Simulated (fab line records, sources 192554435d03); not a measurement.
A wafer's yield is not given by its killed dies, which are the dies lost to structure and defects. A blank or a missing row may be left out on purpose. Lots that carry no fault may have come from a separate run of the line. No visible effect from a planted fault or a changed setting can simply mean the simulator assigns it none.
Matching of chambers ; flow n5Finfet ; N5_BEOL_M6_CMP_52 on cmp-01 has 4 sister chambers
The step polishes, stops on SiCOH lowk, t overpolish 6.9 s, target thk 80 nm. 20 wafers are shown with their chamber, then 10 later ones without.

## WAFERS, EACH WITH ITS CHAMBER
wafer;chamber;motorCurrentA (A);timeToEndpointS (s);barrierFieldEndpointS (s)
L074.1;0;7.0;70;29.8
L074.2;2;6.3;65;29.3
L074.4;3;5.4;62;28.1
L078.2;0;6.9;59;28.2
L078.3;3;5.2;52;27.3
L078.5;1;5.4;59;28.2
L081.2;1;5.3;63;27.3
L081.3;2;6.4;58;27.9
L081.6;3;5.5;56;27.4
L083.1;3;5.3;61;28.8
L083.2;2;6.4;61;29.1
L083.5;1;5.4;62;29.7
L084.2;2;6.8;63;28.7
L084.4;3;5.5;58;28.9
L084.5;2;6.4;64;29.1
L085.1;3;5.5;56;28.3
L085.3;1;5.4;64;29.0
L085.5;2;6.6;61;29.3
L086.1;3;5.2;55;27.8
L086.4;2;6.3;62;28.6

SIGNATURES (means of the wafers above)
reading;chamber 0;chamber 1;chamber 2;chamber 3;scatter within a chamber
motorCurrentA;6.950;5.375;6.457;5.371;0.142
timeToEndpointS;64.50;62.00;62.00;57.14;3.35
barrierFieldEndpointS;29.000;28.550;28.857;28.086;0.724
Rule: for a wafer and a chamber, the distance is found by dividing, reading by reading, the gap between the wafer's reading and the chamber's mean by the reading's scatter, squaring, summing and taking the root. The wafer belongs to the nearest chamber; if the next one is less than 2 further off, it can't be placed. The scatter: take each reading less its chamber's mean, square it, sum over the shown wafers, divide by the number of wafers less the number of chambers, and take the root.

## WAFERS WITHOUT THEIR CHAMBER
wafer;motorCurrentA (A);timeToEndpointS (s);barrierFieldEndpointS (s)
L086.5;7.1;64;29.1
L091.2;7.0;65;29.0
L091.3;5.4;64;28.8
L091.5;6.8;69;30.9
L092.2;5.6;54;27.1
L092.4;6.6;59;27.9
L092.5;5.4;58;28.2
L093.1;5.4;52;26.5
L093.5;5.4;59;29.0
L093.6;6.5;56;26.8

## CHAMBER TAKEN BY EACH
wafer;from the rows above;in truth
L086.5;0;0
L091.2;0;0
L091.3;can't be placed: 1 or 3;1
L091.5;can't be placed: 0 or 2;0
L092.2;can't be placed: 3 or 1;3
L092.4;can't be placed: 2 or 0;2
L092.5;can't be placed: 3 or 1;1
L093.1;can't be placed: 3 or 1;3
L093.5;can't be placed: 1 or 3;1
L093.6;can't be placed: 2 or 0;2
Correctly placed: 2 of 10. These rows do not allow placing 8 (true chamber among the candidates in 8). Placed wrongly: 0.
